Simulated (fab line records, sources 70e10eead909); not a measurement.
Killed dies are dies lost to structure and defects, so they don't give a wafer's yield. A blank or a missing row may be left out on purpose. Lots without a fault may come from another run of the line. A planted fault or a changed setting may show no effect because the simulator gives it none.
fab line records | flow nand_harc
record lots=14 wafers=42 last_day=24
route steps=1159 shown A_STAIRCASE@595
lots that met no fault: from a run of the same line without faults
start_h: hours from the record's first day to the start of the lot's first wafer shown | wait_h: hours since the lot's step before | " the same as in the row above | L1.1+2: a row that stands for several wafers | - no value, or no start given | * or withheld: withheld | < > ~ a bound
route shown NAME@n: a module of which the file shows steps, and the number in the route of the first | usual: mean/standard deviation of fault-free wafers | same: alike in all rows | chamber/n: place in a boat | sites: the reading at each site | _std_site: their standard deviation | _edge_site: outer sites' mean less inner sites' | radius_mm: how far each site lies from the wafer's centre | mask NAME#n: copy n | behind: the tool/chamber that last shaped the wafer | hold: why the lot was held/for how many hours/how that ended | device: the transistor (n, p or np) that didn't switch | end of line: the same wafers' tests at the end of the route | a step without rows: its recipe alone | killed: dies lost to structure and defects at the first sort, not the wafer's yield | map: a wafer's dies, x killed, . not, _ none there
set.NAME: the setting as run; set.NAME@STEP: as run at that earlier step | model.NAME: the simulator's own value behind a step, which no gauge read
steps of the route over a sample of lots; a table a step, a row a wafer
services: from which hour (start_h, from the record's first day; less than 0 if before it) a tool's chamber was out of use, for how many hours, and why
## steps
# step NHARC_A_STAIRCASE_ETCH_201
# recipe target_depth_a=1000 time_s=40.5 ion_energy_ev=400 c4f8_flow_sccm=20 o2_flow_sccm=10 ar_flow_sccm=withheld rf_w=600 bias_w=1000 chemistry=C4F8/O2
# usual oes_product_au=0.942/0.0099 rf_vpp_V=896/6.7
# columns lot.wafer tool chamber start_h wait_h oes_product_au rf_hours_counter_h rf_vpp_V
L720.2 rie_diel-01 3 - - 0.953 34 903
L720.3 " 0 " " 0.946 35 889
L720.6 " 3 " " 0.952 - 903
L721.4 rie_diel-12 0 - - 0.934 17 907
L721.3 " 3 " " 0.942 14 906
L721.5 " 1 " " 0.942 - 902
L726.1 rie_diel-10 1 - - 0.932 33 889
L726.5 " 3 " " 0.926 - 895
L726.6 " 0 " " 0.933 - 893
L727.1 rie_diel-10 2 - - 0.941 37 890
L727.2 " 3 " " 0.935 28 893
L727.6 " 0 " " 0.953 - 894
L729.2 rie_diel-10 1 - - 0.934 43 888
L729.3 " 2 " " 0.940 41 888
L729.4 " 3 " " 0.945 - 894
L728.2 rie_diel-01 3 - - 0.942 52 901
L728.4 " 1 " " 0.944 53 896
L728.6 " 0 " " 0.943 - 886
L730.1 rie_diel-10 1 - - 0.956 46 887
L730.6 " 1 " " 0.954 - 889
L730.5 " 2 " " 0.947 - 889
L736.3 rie_diel-01 0 - - 0.922 8 886
L736.1 " 3 " " 0.916 7 901
L736.5 " 1 " " 0.934 - 897
L737.1 rie_diel-12 0 - - 0.946 51 905
L737.5 " 3 " " 0.930 - 903
L737.6 " 0 " " 0.935 - 905
L739.2 rie_diel-10 3 - - 0.955 52 892
L739.3 " 0 " " 0.951 62 890
L739.6 " 1 " " 0.943 - 888
L738.4 rie_diel-01 0 - - 0.953 11 887
L738.1 " 1 " " 0.963 9 898
L738.6 " 1 " " 0.966 - 898
L741.3 rie_diel-01 1 - - 0.943 17 896
L741.5 " 2 " " 0.940 - 896
L741.6 " 3 " " 0.945 - 902
L742.1 rie_diel-01 1 - - 0.952 18 898
L742.2 " 2 " " 0.943 17 894
L742.3 " 3 " " 0.931 18 900
L743.3 rie_diel-01 2 - - 0.951 29 895
L743.2 " 0 " " 0.945 30 888
L743.5 " 3 " " 0.953 - 902
# step NHARC_A_STAIRCASE_ETCH_203
# recipe target_depth_a=1000 time_s=40.5 ion_energy_ev=400 c4f8_flow_sccm=20 o2_flow_sccm=10 ar_flow_sccm=withheld rf_w=600 bias_w=1000 chemistry=C4F8/O2
# usual oes_product_au=0.942/0.0083 rf_vpp_V=896/6.5
# columns lot.wafer tool chamber start_h wait_h oes_product_au rf_hours_counter_h rf_vpp_V
L720.2 rie_diel-01 2 - - 0.948 36 895
L720.3 " 0 " " 0.949 36 886
L720.6 " 2 " " 0.946 - 895
L721.3 rie_diel-12 3 - - 0.945 15 905
L721.4 " 2 " " 0.930 13 888
L721.5 " 3 " " 0.935 - 905
L726.1 rie_diel-10 3 - - 0.935 24 894
L726.6 " 3 " " 0.944 - 893
L726.5 " 0 " " 0.945 - 893
L727.1 rie_diel-10 1 - - 0.944 39 889
L727.2 " 2 " " 0.945 37 889
L727.6 " 3 " " 0.939 - 894
L729.3 rie_diel-10 2 - - 0.935 41 889
L729.2 " 3 " " 0.937 33 894
L729.4 " 3 " " 0.947 - 895
L728.2 rie_diel-01 1 - - 0.937 53 898
L728.4 " 3 " " 0.942 53 902
L728.6 " 0 " " 0.942 - 886
L730.1 rie_diel-10 2 - - 0.948 44 890
L730.6 " 2 " " 0.957 - 888
L730.5 " 3 " " 0.946 - 893
L736.1 rie_diel-01 0 - - 0.932 8 887
L736.3 " 2 " " 0.935 6 895
L736.5 " 1 " " 0.948 - 898
L737.1 rie_diel-12 1 - - 0.936 48 903
L737.6 " 3 " " 0.945 - 905
L737.5 " 0 " " 0.950 - 906
L739.2 rie_diel-10 0 - - 0.953 63 893
L739.3 " 3 " " 0.942 52 894
L739.6 " 1 " " 0.953 - 888
L738.1 rie_diel-01 1 - - 0.953 9 898
L738.4 " 0 " " 0.949 11 887
L738.6 " 2 " " 0.934 - 898
L741.3 rie_diel-01 1 - - 0.941 18 897
L741.6 " 1 " " 0.933 - 897
L741.5 " 2 " " 0.943 - 896
L742.1 rie_diel-01 2 - - 0.955 17 896
L742.2 " 3 " " 0.945 18 900
L742.3 " 0 " " 0.942 19 886
L743.3 rie_diel-01 1 - - 0.946 29 897
L743.2 " 2 " " 0.941 29 896
L743.5 " 2 " " 0.934 - 896
# step NHARC_A_STAIRCASE_PEB_248
# recipe peb_temp_c=115 peb_time_s=130
# usual chill_plate_temp_C=23.01/0.11 exhaust_pa=45.2/0.9
# columns lot.wafer tool chamber start_h wait_h chill_plate_temp_C exhaust_pa
L720.2 litho_track-05 0 257.07 0.1 23.06 46.2
L720.3 " 0 " " 23.19 46.2
L720.6 " 0 " " 23.11 45.5
L721.3 litho_track-02 0 261.44 0.1 23.02 44.4
L721.4 " 0 " " 22.96 44.1
L721.5 " 0 " " 23.13 43.9
L726.1 litho_track-03 0 274.57 0.1 22.85 44.5
L726.5 " 0 " " 22.84 43.1
L726.6 " 0 " " 22.94 46.6
L727.1 litho_track-03 0 287.50 0.1 23.03 44.4
L727.2 " 0 " " 22.92 44.4
L727.6 " 0 " " 23.06 46.6
L729.2 litho_track-03 - 300.16 0.1 - -
L729.3 " - " " - -
L729.4 " - " " - -
L728.2 litho_track-05 - 300.57 0.1 - -
L728.4 " - " " - -
L728.6 " - " " - -
L730.1 litho_track-02 0 313.82 0.1 22.91 45.8
L730.5 " 0 " " 23.06 43.4
L730.6 " 0 " " 22.86 45.4
L736.1 litho_track-05 0 344.19 0.1 23.01 46.5
L736.3 " 0 " " 23.10 45.1
L736.5 " 0 " " 23.16 46.2
L737.1 litho_track-05 0 344.38 0.1 23.04 44.8
L737.5 " 0 " " 22.96 44.5
L737.6 " 0 " " 23.07 43.7
L738.1 litho_track-05 0 349.38 0.1 23.01 44.8
L738.4 " 0 " " 22.86 45.2
L738.6 " 0 " " 23.02 45.6
L739.2 litho_track-03 0 350.47 0.1 23.05 46.1
L739.3 " 0 " " 23.09 45.5
L739.6 " 0 " " 22.99 43.9
L741.3 litho_track-03 0 366.64 0.1 23.10 44.4
L741.5 " 0 " " 23.12 45.6
L741.6 " 0 " " 22.93 45.6
L742.1 litho_track-02 0 366.91 0.1 23.00 45.5
L742.2 " 0 " " 23.11 45.0
L742.3 " 0 " " 23.05 44.9
L743.2 litho_track-05 0 393.89 0.1 23.06 44.7
L743.3 " 0 " " 23.05 45.0
L743.5 " 0 " " 22.94 45.7
# step NHARC_A_STAIRCASE_DESCUM_252
# recipe time_s=3 o2_flow_sccm=200 ar_flow_sccm=0 bias_power_w=0 chemistry=O2
# usual drypump_motor_current_A=5.6/0.48 oes_product_au=1.000/0.0072 rf_vpp_V=57.7/0.85 showerhead_plenum_p_Torr=1.87/0.085 throttle_valve_pct=11.311/0.0088
# same bias_power_w=0
# columns lot.wafer tool chamber start_h wait_h drypump_motor_current_A oes_product_au rf_hours_counter_h rf_vpp_V showerhead_plenum_p_Torr throttle_valve_pct
L720.2 rie_diel-10 1 257.40 - 5.8 1.001 27 58.0 1.80 11.309
L720.3 " 2 " " 5.3 1.000 26 57.4 1.81 11.325
L720.6 " 2 " " 5.3 1.005 - 56.7 1.81 11.301
L721.3 rie_diel-10 2 261.79 - 5.3 1.005 28 56.7 1.81 11.317
L721.5 " 1 " " 5.8 1.011 - 57.4 1.80 11.304
L721.4 " 2 " " 5.3 1.002 - 57.7 1.81 11.292
L726.1 rie_diel-10 3 274.89 - 5.0 0.988 26 57.3 1.88 11.325
L726.5 " 2 " " 5.3 0.992 - 57.9 1.81 11.306
L726.6 " 3 " " 5.0 0.990 - 58.2 1.89 11.304
L727.2 rie_diel-01 1 287.82 - 5.7 0.994 50 58.8 1.94 11.312
L727.1 " 3 " " 6.3 0.990 51 57.9 2.01 11.320
L727.6 " 0 " " 6.4 0.996 - 58.2 1.78 11.299
L729.2 rie_diel-10 3 300.47 - 5.0 1.010 34 58.3 1.88 11.317
L729.3 " 0 " " 5.6 1.002 45 58.2 1.86 11.322
L729.4 " 1 " " 5.9 1.012 45 56.9 1.80 11.305
L728.4 rie_diel-10 0 300.90 - 5.6 1.000 45 56.7 1.86 11.299
L728.2 " 1 " " 5.9 1.010 45 57.6 1.80 11.301
L728.6 " 3 " " 5.0 1.003 - 58.5 1.88 11.314
L730.1 rie_diel-10 0 314.16 - 5.6 0.995 50 57.6 1.86 11.316
L730.5 " 3 " " 5.0 1.001 - 56.8 1.88 11.314
L730.6 " 0 " " 5.6 1.003 - 57.8 1.86 11.323
L736.1 rie_diel-01 0 344.50 - 6.3 1.004 11 56.6 1.77 11.322
L736.3 " 1 " " 5.7 1.001 9 58.0 1.93 11.322
L736.5 " 0 " " 6.4 0.999 - 57.4 1.77 11.324
L737.1 rie_diel-01 1 344.69 - 5.7 1.008 9 57.8 1.93 11.304
L737.6 " 1 " " 5.7 1.001 - 56.9 1.93 11.316
L737.5 " 2 " " 6.6 1.004 - 57.7 1.90 11.306
L738.1 rie_diel-10 1 349.69 - 5.9 0.986 65 56.7 1.79 11.314
L738.4 " 3 " " 5.0 0.984 53 57.8 1.88 11.320
L738.6 " 1 " " 5.8 0.994 - 57.1 1.79 11.316
L739.2 rie_diel-01 2 350.79 - 6.7 0.997 10 57.3 1.90 11.313
L739.3 " 3 " " 6.2 0.993 12 59.8 2.00 11.313
L739.6 " 2 " " 6.7 1.004 - 56.0 1.90 11.301
L741.3 rie_diel-10 2 366.96 - 5.3 1.003 2 57.3 1.80 11.330
L741.5 " 2 " " 5.3 0.994 - 57.8 1.80 11.291
L741.6 " 3 " " 5.0 1.001 - 57.8 1.88 11.304
L742.2 rie_diel-01 1 367.24 - 5.7 1.008 20 58.3 1.93 11.309
L742.1 " 2 " " 6.6 1.011 19 57.7 1.90 11.310
L742.3 " 3 " " 6.3 1.011 20 58.7 2.00 11.317
L743.3 rie_diel-12 1 394.22 - 5.2 0.996 1 57.8 2.00 11.307
L743.2 " 2 " " 4.8 0.994 1 57.9 2.08 11.292
L743.5 " 0 " " 5.6 0.988 - 57.7 2.05 11.317
## services
# columns tool chamber start_h hours kind
litho_track-05 - 237.00 7.0 pm
rie_diel-01 0 245.52 - clean
rie_diel-01 1 245.52 - clean
rie_diel-01 2 245.52 - clean
rie_diel-01 3 245.52 - clean
rie_diel-01 0 270.10 - clean
rie_diel-01 1 270.10 - clean
rie_diel-01 2 270.10 - clean
rie_diel-01 3 270.10 - clean
rie_diel-12 2 285.43 4.8 repair
rie_diel-01 0 294.71 - clean
rie_diel-01 1 294.71 - clean
rie_diel-01 2 294.71 - clean
rie_diel-01 3 294.71 - clean
rie_diel-01 - 314.99 9.0 pm
rie_diel-01 0 314.99 9.0 vent_cycle
rie_diel-01 1 314.99 9.0 vent_cycle
rie_diel-12 3 334.04 1.7 repair
litho_track-02 - 340.01 7.0 pm
rie_diel-10 - 354.21 9.0 pm
rie_diel-10 0 368.20 1.4 repair
rie_diel-01 - 370.63 0.4 repair
rie_diel-12 - 379.62 9.0 pm
litho_track-03 - 388.03 7.0 pm
## key
first_sign step=NHARC_A_STAIRCASE_PEB_248 reading=tool_record direction=missing
effect none on later readings
met_at NHARC_A_STAIRCASE_PEB_248
struck_lots L728,L729
later_rows_left_out L728.2,L728.4,L728.6,L729.2,L729.3,L729.4
sort_left_out L728.2,L728.4,L728.6,L729.2,L729.3,L729.4
tester_left_out L728,L729
not_acting_at NHARC_A_STAIRCASE_ETCH_201,NHARC_A_STAIRCASE_ETCH_203,NHARC_A_STAIRCASE_DESCUM_252
onset_between 287.50 300.16
fault kind=skipped_step_whole tool=litho_track-03,litho_track-05 chamber=- onset_h=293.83 steps=NHARC_A_STAIRCASE_PEB_248 scope=struck_lots_only
# tester_left_out: of these lots the tester's yield and bins aren't shown, on N5 and GAA mostly nor the transistor test; their killed dies are dies lost to structure and defects alone, not to doping, threshold or leakage, so they don't give the yield
# sort_left_out: the simulated sort isn't trusted on such a fault, so these wafers' sort isn't shown, and their yield isn't known
# later_rows_left_out: the simulator's readings of these wafers behind a module that went badly wrong aren't trusted and aren't shown, but for the sort
